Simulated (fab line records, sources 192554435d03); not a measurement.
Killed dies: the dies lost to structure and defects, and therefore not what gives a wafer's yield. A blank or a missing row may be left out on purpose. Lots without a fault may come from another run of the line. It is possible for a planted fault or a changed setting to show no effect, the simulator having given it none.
fab line records / flow n5_finfet
[record] lots = 5 wafers = 15 last_day = 17
route steps=1938 shown PMOS_HMC_CHANNEL_EPI@68 FIN_SAQP@90 PASSIVATION@1936
lots with no fault: from the same line, run without faults
start_h: hours from the record's opening day to when the first of the lot's shown wafers began / wait_h: time in hours since the lot's previous step / " same as the row above / L1.1+2: several wafers, shown together as one row / - no value present, or no start provided / * or withheld: withheld / < > ~ a bound
route shown NAME@n: names a module that has steps shown in the file, with the first one's number in the route / usual: mean and standard deviation over wafers with no fault / same: alike in all rows / chamber/n: place in a boat / sites: the reading at each site / _std_site: standard deviation across them / _edge_site: inner sites' mean taken away from outer sites' mean / radius_mm: for every site, how far away it sits from the centre of the wafer / mask NAME#n: copy n / behind: the tool/chamber that last shaped the wafer / hold: why the lot went on hold/how many hours it stayed there/how the hold came to an end / device: whichever transistor did not switch (one of n, p or np) / end of line: tests of these same wafers at the route's end / a step with no rows: only its recipe / killed: dies lost to structure and defects at the first sort, not the wafer's yield / map: shows each die of a wafer: x if killed, . if not, _ if none is there
set.NAME: the setting the step ran with; set.NAME@STEP: the setting that earlier step ran with / model.NAME: the simulator's own value behind a step, which no gauge read
a table for each step, a row for each wafer; lots at some steps of the route
services: a tool's chamber out of use, with start hour (start_h, from the record's first day; less than 0 if before it), hours out, and reason
[[steps]]
[step N5_PMOS_HMC_CHANNEL_EPI_DESCUM_14]
[recipe] chemistry = O2 time_s = 7.9 source_power_w = 50 bias_power_w = 20 pressure_mtorr = 20 rf_frequency_hz = 2.712e+07 temp_c = 40 resist = CAR-ArF-block o2_flow_sccm = 225
[step N5_PMOS_HMC_CHANNEL_EPI_ETCH_32]
[recipe] chemistry = N2/H2 target = BARC stop_on = SiO2 target_depth_a = 858 over_etch_frac = 0.3 time_s = 50.3 ion_energy_ev = 200 mask_material = CAR-ArF-block pressure_mtorr = 30 source_w = 840 bias_w = 150 n2_flow_sccm = 200 h2_flow_sccm = 200
[step N5_PMOS_HMC_CHANNEL_EPI_HM_OPEN_15]
[recipe] chemistry = CHF3/O2 target = SiO2 mask_material = CAR-ArF-block target_depth_a = 406 CHF3_flow_sccm = 50 O2_flow_sccm = 5 Ar_flow_sccm = 200 time_s = 20.3 pressure_mtorr = 30 source_w = 650 bias_w = 170 ion_energy_ev = 200
[step N5_PMOS_HMC_CHANNEL_EPI_STRIP_33]
[recipe] chemistry = N2/H2 power_w = 500 temp_c = 40 pressure_mtorr = 50 rf_frequency_hz = 6e+07 overash_fraction = 0.3 bias_power_w = 8 h2_frac = 0.5 n2_flow_sccm = 300 h2_flow_sccm = 300
[step N5_PMOS_HMC_CHANNEL_EPI_STRIP_17]
[recipe] chemistry = SPM time_s = 750 temp_c = 130 h2so4_h2o2_vol_ratio = 4 dry = ipa_marangoni
[step N5_PMOS_HMC_CHANNEL_EPI_ETCH_38]
[recipe] chemistry = CF4 target = SiO2 target_depth_a = 15 ion_energy_ev = 350 pressure_mtorr = 10 icp_w = 800 bias_w = 400 cf4_flow_sccm = 80
[step N5_PMOS_HMC_CHANNEL_EPI_FIN_RECESS_16]
[recipe] chemistry = HBr/Cl2 target = Si mask_material = SiO2 target_depth_a = 540 time_s = 18 pressure_mtorr = 10 icp_w = 800 bias_w = 75 HBr_flow_sccm = 150 Cl2_flow_sccm = 80
[step N5_PMOS_HMC_CHANNEL_EPI_PRECLEAN_36]
[recipe] chemistry = O3/DIW time_s = 45 temp_c = 22 o3_ppm = 10
[step N5_PMOS_HMC_CHANNEL_EPI_PRECLEAN_18]
[recipe] chemistry = DHF time_s = 30 temp_c = 25 dilution = withheld
[step N5_PMOS_HMC_CHANNEL_EPI_SRD_19]
[recipe] dry = ipa_marangoni do_ppb = 5 time_s = 30 temp_c = 23 rinse_liquid = diw
[step N5_PMOS_HMC_CHANNEL_EPI_EPI_20]
[recipe] material = SiGe30 mask_material = SiO2 pressure_torr = 20 target_thk_a = 590 temp_c = 600
lot.wafer=L720.1+3+4 tool=epi_rpcvd-01 chamber=0 start_h=18.11 wait_h=0.0
lot.wafer=L731.1+2+6 tool=epi_rpcvd-01 chamber=0 start_h=84.02 wait_h=0.0
lot.wafer=L732.1+2+4 tool=epi_rpcvd-01 chamber=0 start_h=90.79 wait_h=0.0
lot.wafer=L734.1+4+5 tool=epi_rpcvd-01 chamber=0 start_h=102.69 wait_h=0.0
lot.wafer=L740.1+2+5 tool=epi_rpcvd-04 chamber=0 start_h=139.93 wait_h=0.0
[step N5_PMOS_HMC_CHANNEL_EPI_HM_STRIP_35]
[recipe] chemistry = dHF temp_c = 25 material = SiO2 target = SiO2 target_depth_a = 396 time_s = 216
[step N5_PMOS_HMC_CHANNEL_EPI_SRD_39]
[recipe] dry = ipa_marangoni time_s = 30 temp_c = 23 rinse_liquid = diw
[step N5_PMOS_HMC_CHANNEL_EPI_CMP_21]
[recipe] material = SiGe30 post_cmp_clean = alkaline_brush target_thk_nm = 54
[step N5_PMOS_HMC_CHANNEL_EPI_PRECLEAN_40]
[recipe] chemistry = DHF time_s = 30 temp_c = 25 dilution = withheld
[step N5_PMOS_HMC_CHANNEL_EPI_PRECLEAN_37]
[recipe] chemistry = O3/DIW time_s = 45 temp_c = 22 o3_ppm = 10
[step N5_PMOS_HMC_CHANNEL_EPI_PRECLEAN_24]
[recipe] chemistry = DHF time_s = 30 temp_c = 25 dilution = withheld
[step N5_PMOS_HMC_CHANNEL_EPI_SRD_25]
[recipe] dry = ipa_marangoni do_ppb = 5 time_s = 30 temp_c = 23 rinse_liquid = diw
[step N5_PMOS_HMC_CHANNEL_EPI_EPI_26]
[recipe] material = Si target_thk_a = 38 temp_c = 650 precursor = SiH4/H2 pressure_torr = 20 time_s = 22.7
[step N5_FIN_SAQP_PRECLEAN_42]
[recipe] chemistry = O3/DIW time_s = 60 temp_c = 22 o3_ppm = 10
[step N5_FIN_SAQP_PRECLEAN_00]
[recipe] chemistry = SC1 time_s = 60 temp_c = 55 mix = 1:2:50
[step N5_FIN_SAQP_PRECLEAN_44]
[recipe] chemistry = SC2 time_s = 45 temp_c = 35 mix = 1:1:50
[step N5_FIN_SAQP_SRD_01]
[recipe] dry = ipa_marangoni time_s = 30 temp_c = 23 rinse_liquid = diw
[step N5_FIN_SAQP_ALD_61]
[recipe] material = SiO2 target_thk_a = 40 temp_c = 300 ald_precursor_family = BDEAS ald_co_reactant = O2-plasma pulse_time_s = 1 purge_time_s = 2 co_reactant_purge_time_s = 2 ald_cycles = 43 pressure_torr = 2
[step N5_FIN_SAQP_DENSIFY_62]
[recipe] temp_c = 700 time_s = 60 ambient = N2 idle_temp_c = 600 ramp_up_c_per_s = 150 ramp_down_c_per_s = 60 cool_to_c = 600
[step N5_FIN_SAQP_HM_DEP_03]
[recipe] material = SiNx target_thk_a = 380 temp_c = 400 precursor = SiH4/NH3/N2 pressure_torr = 1.5 rf_w = 300 time_s = 33.6
[step N5_FIN_SAQP_PECVD_47]
[recipe] material = a-Si target_thk_a = 450 temp_c = 400 precursor = SiH4/He pressure_torr = 3 rf_w = 100 time_s = 36.3
[step N5_FIN_SAQP_PECVD_48]
[recipe] material = SiNx target_thk_a = 250 temp_c = 400 precursor = SiH4/NH3/N2 pressure_torr = 1.5 rf_w = 300 time_s = 22.1
[step N5_FIN_SAQP_PECVD_06]
[recipe] material = a-Si target_thk_a = 600 temp_c = 400 precursor = SiH4/He pressure_torr = 3 rf_w = 100 time_s = 48.1
[step N5_FIN_SAQP_HM_DEP_72]
[recipe] material = SiO2 target_thk_a = 120 temp_c = 400 precursor = SiH4/N2O pressure_torr = 0.75 rf_w = 275 time_s = 7.2
[step N5_FIN_SAQP_COAT_49]
[recipe] resist = SOC temp_c = 250 time_s = 60 spin_rpm = 1500 resist_thk_nm = 100
[step N5_FIN_SAQP_COAT_50]
[recipe] resist = SiARC temp_c = 220 time_s = 60 spin_rpm = 1500 resist_thk_nm = 35
[step N5_FIN_SAQP_COAT_10]
[recipe] resist = CAR-ArF spin_rpm = 1500 resist_thk_nm = 90
[step N5_FIN_SAQP_EBR_12]
[recipe] solvent = PGMEA ebr_width_mm = 1.5
[step N5_FIN_SAQP_SOFTBAKE_11]
[recipe] temp_c = 110 time_s = 60 resist = CAR-ArF
[step N5_PASSIVATION_PROBE_49]
[usual] defect_limited_yield = 91.4/1.4 killed_at_M0_to_M3 = 33/11 killed_at_M4_up = 13/5.3 killed_at_contacts = 13/6.1 killed_at_front_end = 40/11 killed_at_other = 2.9/2.7 killed_dies = 102/17 killed_on_rim = 14/4.2 killed_open = 68/13 killed_short = 32/7.5 sort_bin_5_function = 5.1/0.98 sort_bin_6_memory = 3.2/0.69 sort_bin_8_speed = 0.1/1.1 sort_n_pass = 1077/21 sort_yield_pct = 91.3/1.7
[same] gross_dies = 1180 killed_at_back_side = 0 sort_bin_4_leakage[%] = 0
lot.wafer=L720.1 tool=prober-01 chamber=- start_h=296.79 wait_h=0.0 defect_limited_yield[%]=92.5 killed_at_M0_to_M3=32 killed_at_M4_up=12 killed_at_contacts=9 killed_at_front_end=33 killed_at_other=2 killed_dies=88 killed_on_rim=13 killed_open=49 killed_short=38 sort_bin_5_function[%]=4.4 sort_bin_6_memory[%]=2.9 sort_bin_8_speed[%]=0 sort_n_pass=1092 sort_yield_pct[%]=92.5
lot.wafer=L720.3 tool=prober-01 chamber=- start_h=296.89 wait_h=0.1 defect_limited_yield[%]=91.3 killed_at_M0_to_M3=33 killed_at_M4_up=6 killed_at_contacts=14 killed_at_front_end=49 killed_at_other=1 killed_dies=103 killed_on_rim=12 killed_open=64 killed_short=35 sort_bin_5_function[%]=5.2 sort_bin_6_memory[%]=3.0 sort_bin_8_speed[%]=0 sort_n_pass=1077 sort_yield_pct[%]=91.3
lot.wafer=L720.4 tool=prober-01 chamber=- start_h=296.94 wait_h=0.2 defect_limited_yield[%]=91.9 killed_at_M0_to_M3=29 killed_at_M4_up=14 killed_at_contacts=15 killed_at_front_end=37 killed_at_other=1 killed_dies=96 killed_on_rim=4 killed_open=65 killed_short=30 sort_bin_5_function[%]=5.5 sort_bin_6_memory[%]=2.3 sort_bin_8_speed[%]=0 sort_n_pass=1084 sort_yield_pct[%]=91.9
lot.wafer=L732.1 tool=prober-02 chamber=- start_h=372.33 wait_h=0.0 defect_limited_yield[%]=85.3 killed_at_M0_to_M3=29 killed_at_M4_up=14 killed_at_contacts=19 killed_at_front_end=109 killed_at_other=3 killed_dies=174 killed_on_rim=27 killed_open=68 killed_short=33 sort_bin_5_function[%]=9.2 sort_bin_6_memory[%]=4.1 sort_bin_8_speed[%]=0 sort_n_pass=1006 sort_yield_pct[%]=85.3
lot.wafer=L732.2 tool=prober-02 chamber=- start_h=372.38 wait_h=0.1 defect_limited_yield[%]=85.4 killed_at_M0_to_M3=32 killed_at_M4_up=13 killed_at_contacts=5 killed_at_front_end=120 killed_at_other=2 killed_dies=172 killed_on_rim=24 killed_open=65 killed_short=27 sort_bin_5_function[%]=8.8 sort_bin_6_memory[%]=4.5 sort_bin_8_speed[%]=0 sort_n_pass=1008 sort_yield_pct[%]=85.4
lot.wafer=L732.4 tool=prober-02 chamber=- start_h=372.48 wait_h=0.2 defect_limited_yield[%]=85.1 killed_at_M0_to_M3=39 killed_at_M4_up=14 killed_at_contacts=4 killed_at_front_end=110 killed_at_other=9 killed_dies=176 killed_on_rim=31 killed_open=74 killed_short=25 sort_bin_5_function[%]=9.7 sort_bin_6_memory[%]=3.6 sort_bin_8_speed[%]=0 sort_n_pass=1004 sort_yield_pct[%]=85.1
lot.wafer=L734.1 tool=prober-01 chamber=- start_h=378.38 wait_h=0.0 defect_limited_yield[%]=87.7 killed_at_M0_to_M3=27 killed_at_M4_up=6 killed_at_contacts=12 killed_at_front_end=100 killed_at_other=0 killed_dies=145 killed_on_rim=21 killed_open=43 killed_short=30 sort_bin_5_function[%]=7.1 sort_bin_6_memory[%]=3.6 sort_bin_8_speed[%]=0 sort_n_pass=1035 sort_yield_pct[%]=87.7
lot.wafer=L734.4 tool=prober-01 chamber=- start_h=378.53 wait_h=0.2 defect_limited_yield[%]=86.3 killed_at_M0_to_M3=29 killed_at_M4_up=4 killed_at_contacts=12 killed_at_front_end=113 killed_at_other=4 killed_dies=162 killed_on_rim=23 killed_open=55 killed_short=36 sort_bin_5_function[%]=8.1 sort_bin_6_memory[%]=3.6 sort_bin_8_speed[%]=0.1 sort_n_pass=1017 sort_yield_pct[%]=86.2
lot.wafer=L734.5 tool=prober-01 chamber=- start_h=378.58 wait_h=0.2 defect_limited_yield[%]=87.0 killed_at_M0_to_M3=29 killed_at_M4_up=7 killed_at_contacts=8 killed_at_front_end=109 killed_at_other=0 killed_dies=153 killed_on_rim=23 killed_open=50 killed_short=27 sort_bin_5_function[%]=8.4 sort_bin_6_memory[%]=3.5 sort_bin_8_speed[%]=0 sort_n_pass=1027 sort_yield_pct[%]=87.0
lot.wafer=L731.1 tool=prober-02 chamber=- start_h=390.28 wait_h=0.0 defect_limited_yield[%]=86.4 killed_at_M0_to_M3=32 killed_at_M4_up=7 killed_at_contacts=18 killed_at_front_end=99 killed_at_other=4 killed_dies=160 killed_on_rim=30 killed_open=61 killed_short=28 sort_bin_5_function[%]=9.1 sort_bin_6_memory[%]=3.3 sort_bin_8_speed[%]=0 sort_n_pass=1020 sort_yield_pct[%]=86.4
lot.wafer=L731.2 tool=prober-02 chamber=- start_h=390.33 wait_h=0.1 defect_limited_yield[%]=87.5 killed_at_M0_to_M3=31 killed_at_M4_up=5 killed_at_contacts=10 killed_at_front_end=98 killed_at_other=3 killed_dies=147 killed_on_rim=27 killed_open=53 killed_short=24 sort_bin_5_function[%]=7.4 sort_bin_6_memory[%]=3.7 sort_bin_8_speed[%]=0 sort_n_pass=1033 sort_yield_pct[%]=87.5
lot.wafer=L731.6 tool=prober-02 chamber=- start_h=390.53 wait_h=0.3 defect_limited_yield[%]=83.7 killed_at_M0_to_M3=59 killed_at_M4_up=4 killed_at_contacts=17 killed_at_front_end=110 killed_at_other=2 killed_dies=192 killed_on_rim=22 killed_open=70 killed_short=46 sort_bin_5_function[%]=10.3 sort_bin_6_memory[%]=5.0 sort_bin_8_speed[%]=0 sort_n_pass=988 sort_yield_pct[%]=83.7
// killed by level:class
L720.1 BEOL_M0_SAQP:geometric_particle:short=14 FIN_SAQP:geometric_particle:short=10 BEOL_M2:geometric_particle:open=10 MOL_CONTACT_COAG:geometric_particle:open=7 FIN_SAQP:geometric_particle:open=6 BEOL_M4:geometric_particle:open=5 DUMMY_GATE:geometric_particle:open=4 GATE_CUT:geometric_particle:short=4
L720.3 FIN_SAQP:geometric_particle:short=16 FIN_SAQP:geometric_particle:open=16 MOL_CONTACT_COAG:geometric_particle:open=13 BEOL_M3:geometric_particle:open=7 BEOL_M2:geometric_particle:open=5 BEOL_M3:geometric_particle:short=4 BEOL_M0_SAQP:geometric_particle:open=4 BEOL_M0:geometric_particle:open=4
L720.4 MOL_CONTACT_COAG:geometric_particle:open=13 FIN_SAQP:geometric_particle:open=10 FIN_SAQP:geometric_particle:short=8 BEOL_M2:geometric_particle:open=8 BEOL_M0_SAQP:geometric_particle:short=7 BEOL_M4:geometric_particle:open=5 GATE_CUT:geometric_particle:open=4 BEOL_M0_SAQP:geometric_particle:open=4
L732.1 PMOS_HMC_CHANNEL_EPI:unspecified=73 MOL_CONTACT_COAG:geometric_particle:open=15 BEOL_M3:geometric_particle:open=11 STI_FIN_REVEAL:geometric_particle:open=10 FIN_SAQP:geometric_particle:short=7 BEOL_M1:geometric_particle:open=7 FIN_SAQP:geometric_particle:open=5 MOL_CONTACT_COAG:geometric_particle:short=4
L732.2 PMOS_HMC_CHANNEL_EPI:unspecified=77 FIN_SAQP:geometric_particle:open=13 STI_FIN_REVEAL:geometric_particle:open=7 BEOL_M0_SAQP:geometric_particle:short=7 BEOL_M3:geometric_particle:open=7 FIN_SAQP:geometric_particle:short=6 BEOL_M1:geometric_particle:open=6 BEOL_M0_SAQP:geometric_particle:open=5
L732.4 PMOS_HMC_CHANNEL_EPI:unspecified=75 BEOL_M3:geometric_particle:open=14 STI_FIN_REVEAL:geometric_particle:open=10 BEOL_M2:geometric_particle:open=8 FIN_SAQP:geometric_particle:open=7 BEOL_M0_SAQP:geometric_particle:open=6 BEOL_M0_SAQP:geometric_particle:short=5 BEOL_M4:geometric_particle:open=5
L734.1 PMOS_HMC_CHANNEL_EPI:unspecified=71 MOL_CONTACT_COAG:geometric_particle:open=10 BEOL_M0_SAQP:geometric_particle:open=8 BEOL_M0_SAQP:geometric_particle:short=8 FIN_SAQP:geometric_particle:open=6 GATE_CUT:geometric_particle:short=5 BEOL_M1:geometric_particle:open=5 ILD0:geometric_particle:short=4
L734.4 PMOS_HMC_CHANNEL_EPI:unspecified=68 FIN_SAQP:geometric_particle:open=17 MOL_CONTACT_COAG:geometric_particle:open=11 BEOL_M0_SAQP:geometric_particle:short=8 GATE_CUT:geometric_particle:short=6 BEOL_M0_SAQP:geometric_particle:open=5 STARTING-WAFER:geometric_particle:short=5 FIN_SAQP:geometric_particle:short=4
L734.5 PMOS_HMC_CHANNEL_EPI:unspecified=76 MOL_CONTACT_COAG:geometric_particle:open=8 BEOL_M0_SAQP:geometric_particle:open=8 FIN_SAQP:geometric_particle:short=5 FIN_SAQP:geometric_particle:open=5 BEOL_M0_SAQP:geometric_particle:short=5 BEOL_M2:geometric_particle:open=5 BEOL_M2:geometric_particle:short=5
L731.1 PMOS_HMC_CHANNEL_EPI:unspecified=70 MOL_CONTACT_COAG:geometric_particle:open=16 BEOL_M0_SAQP:geometric_particle:open=14 BEOL_M0_SAQP:geometric_particle:short=7 FIN_SAQP:geometric_particle:open=6 FIN_SAQP:geometric_particle:short=6 BEOL_M2:geometric_particle:open=5 BEOL_M7:geometric_particle:open=5
L731.2 PMOS_HMC_CHANNEL_EPI:unspecified=65 BEOL_M0_SAQP:geometric_particle:open=11 FIN_SAQP:geometric_particle:open=8 MOL_CONTACT_COAG:geometric_particle:open=8 BEOL_M0_SAQP:geometric_particle:short=7 FIN_SAQP:geometric_particle:short=5 BEOL_M1:geometric_particle:open=5 GATE_CUT:geometric_particle:open=4
L731.6 PMOS_HMC_CHANNEL_EPI:unspecified=72 BEOL_M0_SAQP:geometric_particle:open=17 BEOL_M0_SAQP:geometric_particle:short=14 MOL_CONTACT_COAG:geometric_particle:open=9 FIN_SAQP:geometric_particle:open=7 MOL_CONTACT_COAG:geometric_particle:short=7 GATE_CUT:geometric_particle:short=6 BEOL_M1:geometric_particle:open=6
// map L731.6 (x killed, . not)
_________________............________________
______________.........x........_____________
___________........xx......x.......__________
__________.....x..x................._________
________.......xx..............x......_______
_______.......x.x..........x...........______
______.x..........x...x........x........_____
_____..x....xx...............x......x....____
____............x.......x.................___
___...x...........x........................__
___...x................x..x....x.....xx....__
__x..........x.............x.........x......_
__.......x.x............x....x...x.....x...._
_......x.........x................x..x.......
_....................x.......................
_......x............................x.......x
_..xxx.x.xx...........x.....x......x.........
_....x..x......x.............x....x.....xx.x.
_......xx..xx.x............x..........x......
_.......x.......x...x.............x..x...x..x
_................x..x...........x...xx.......
__...x..........x.....xx.x.................._
__.....x....x......x..x..............x......_
___....x...x..........x..xx........xx..x...__
___........................x...............__
____..x......x..x..................x...x..___
_____................x...xxx.x...........____
______...xx......x....xxx........x.....x_____
_______........x....xxx.xxx.xxxx.......______
________..............xxxxxxxxxx......_______
__________.........xxxxxxxxxxx.x...._________
___________......x..xx.xxxxxxxxxxx.__________
______________.....xxxxxxxxxxxxx_____________
_________________..xxxxxxxxxx________________
// map L732.4 (x killed, . not)
_________________x.x.........________________
______________x......x....x...x._____________
___________........................__________
__________...........x.....x..x....._________
________.........................x...._______
_______.........................x.x....______
______...x.............................._____
_____..x.................................____
____..............................x.......___
___...........xx..............x.......x.x..__
___........................................__
__..x.................................xx...._
__....................x.........x..........._
_.x......xx..x...x.........x..............x.x
_............x...............................
_...................x........................
_.x......xx................x...x.x.x.........
_.....x.......x..x....x...x...............x..
_...xx....xx...x...........x...x....x.xx.....
_..x.......................x.................
_...x...x.........x....x.....................
__x.............x........x............x....x_
__....x........................x............_
___........x....x.........................x__
___x.........x...x...........x...x.........__
____......x..x.............x...x..........___
_____................x......xx....x......____
______.x.....xx.x.......xx.x..........x._____
_______........x.x....xxxxxxxxxxx...x..______
________.x...........xxxxxxxxxx.xx...._______
__________.......xxx.xxxxxxxxxxx.xx._________
___________x.x....x.xxxxxxxxxxxx...__________
______________.....xxxxxxxxxxxxx_____________
_________________..xxxxxxxxxx________________
[[services]]
tool=epi_rpcvd-01 chamber=- start_h=38.59 hours=0.8 kind=repair
tool=epi_rpcvd-01 chamber=- start_h=117.72 hours=2.0 kind=repair
[[key]]
[first_sign] step = N5_PASSIVATION_PROBE_49 reading = killed_at_front_end direction = up sigmas = 6.2 usual = 40 struck = 108
[effect] step = N5_PASSIVATION_PROBE_49 reading = killed_dies direction = up sigmas = 3.7 usual = 102 struck = 165
[more_kills_born_at] N5_PMOS_HMC_CHANNEL_EPI_EPI_20@epi_rpcvd-01 = 647
met_at N5_PMOS_HMC_CHANNEL_EPI_EPI_20
struck_wafers L731.1,L731.2,L731.6,L732.1,L732.2,L732.4,L734.1,L734.4,L734.5
onset_between 18.11 84.02
[fault] kind = chamber_particle_source tool = epi_rpcvd-01 chamber = - onset_h = 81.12 steps = N5_PMOS_HMC_CHANNEL_EPI_EPI_20 rate_per_visit_cm2 = 0.52709 end_h = 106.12
